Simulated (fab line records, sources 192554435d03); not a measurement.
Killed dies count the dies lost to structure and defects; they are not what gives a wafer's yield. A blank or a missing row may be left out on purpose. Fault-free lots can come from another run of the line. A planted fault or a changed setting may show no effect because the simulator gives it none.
Lot-split experiment ; flow n5 finfet ; 7 lots, 21 wafers read, on a route of 1938 steps

== ON THE SPLIT ==
At N5_HKMG_FIN_ETCH_35 (etches SOC in N2/H2, target depth 215.8 nm, time 243.4 s), the setting bias w was moved away from the recipe's 5 W on 8 of the 21 wafers read, by -8.9% to +12.3%. The other wafers ran this setting at the recipe's value.

The reading is taken at the split's own step.

== THE READING ==
rf vpp V, in V, at N5_HKMG_FIN_ETCH_35 (etches SOC in N2/H2, target depth 215.8 nm, time 243.4 s). Typical for fault-free wafers on this fab line: 141.7 V, with standard deviation 0.86 V.

wafer;tool, chamber at the split;bias w as run, W;against the recipe;rf vpp V, V;against lot-mates on the recipe
L080.1;rie diel-04, 3;5;recipe;142.3;-
L080.3;rie diel-04, 1;5;recipe;143.1;-
L080.6;rie diel-04, 3;5;recipe;141.3;-
L081.1;rie diel-04, 1;5.615;+12.3%;153.6;no lot-mate on the recipe
L081.4;rie diel-04, 2;5.615;+12.3%;152.1;no lot-mate on the recipe
L081.6;rie diel-04, 3;5.615;+12.3%;152.6;no lot-mate on the recipe
L082.2;rie diel-04, 3;5;recipe;142.5;-
L082.4;rie diel-04, 1;5.616;+12.3%;152.8;+10.4
L082.5;rie diel-04, 1;5;recipe;142.4;-
L083.4;rie diel-03, 3;5.554;+11.1%;151.3;+11.0
L083.5;rie diel-03, 2;5;recipe;140.3;-
L083.6;rie diel-03, 3;5.554;+11.1%;151.7;+11.4
L089.2;rie diel-04, 0;4.557;-8.9%;134.0;-8.1
L089.3;rie diel-04, 3;4.557;-8.9%;132.3;-9.8
L089.4;rie diel-04, 2;5;recipe;142.1;-
L093.1;rie diel-04, 2;5;recipe;142.5;-
L093.4;rie diel-04, 1;5;recipe;141.3;-
L093.5;rie diel-04, 1;5;recipe;142.3;-
L094.2;rie diel-03, 0;5;recipe;141.9;-
L094.3;rie diel-03, 2;5;recipe;141.1;-
L094.6;rie diel-03, 3;5;recipe;139.6;-

FIT RESULTS
A straight line over all 21 wafers: rf vpp V changes by +0.91 V for each +1% of bias w; r = +0.99; the points scatter about the line by 0.89 V.
The same after taking each lot's own level away (the mean of its wafers on the recipe; 18 wafers): +0.966 V for each +1%; r = +0.99; scatter 0.78 V.
According to that fit, moving bias w by its largest amount changes the reading by 12 V.
From 140.30 to 142.45 V: that is the span of the lots' own levels, equal to 2.5 times the standard deviation above.
The two slopes are in agreement: the lot-to-lot level therefore moves the slope only a little.
Check: with one of the wafers moved furthest among these (+12.3%) left out of the fit, the line predicts +12.5 V for it against its lot-mates. It came out at +10.4 V against them.
Tool readings at the split's step, against how far the setting was moved: rf vpp V r = +0.99.

== THE OTHER SPLITS THESE WAFERS WENT THROUGH ==
Before the reading, these wafers also passed through other splits. Each is held against what the fit with the lots' levels taken away leaves over:
other split on the same wafers;wafers away from the commonest value;r with rf vpp V (lot level and that fit taken away)
N5_HKMG_FIN_EXPOSE_46 dose mj;5;-0.06
N5_HKMG_FIN_ETCH_31 bias w;5;+0.15

== THE WHOLE CHAIN: every reading that the file lists as answering this split, in the file's order ==
step;what it does;reading;change (the file's fit);r (the file's)
N5_HKMG_FIN_ETCH_35;etches SOC in N2/H2, target depth 215.8 nm, time 243.4 s;rf vpp V;+0.934 V for each +1% of the setting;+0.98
N5_HKMG_FIN_ETCH_35;etches SOC in N2/H2, target depth 215.8 nm, time 243.4 s;etch.depth nm (the simulator's own value, which no gauge read);+1.36 nm for each +1% of the setting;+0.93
N5_HKMG_FIN_ETCH_35;etches SOC in N2/H2, target depth 215.8 nm, time 243.4 s;SOC_of_HKMG_FIN_COAT_29.thk nm (the simulator's own value, which no gauge read);-1.34 nm for each +1% of the setting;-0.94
N5_HKMG_FIN_ETCH_35;etches SOC in N2/H2, target depth 215.8 nm, time 243.4 s;HKMG_FIN.feature depth nm (the simulator's own value, which no gauge read);+1.36 nm for each +1% of the setting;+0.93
N5_HKMG_FIN_STRIP_92;strips SOC in N2/H2, time 20 s;SOC_of_HKMG_FIN_COAT_29.thk nm (the simulator's own value, which no gauge read);-1.35 nm for each +1% of the setting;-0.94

== FILE'S OWN FIT ==
rf vpp V changes by +0.934 V for each +1% of bias w, r = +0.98.
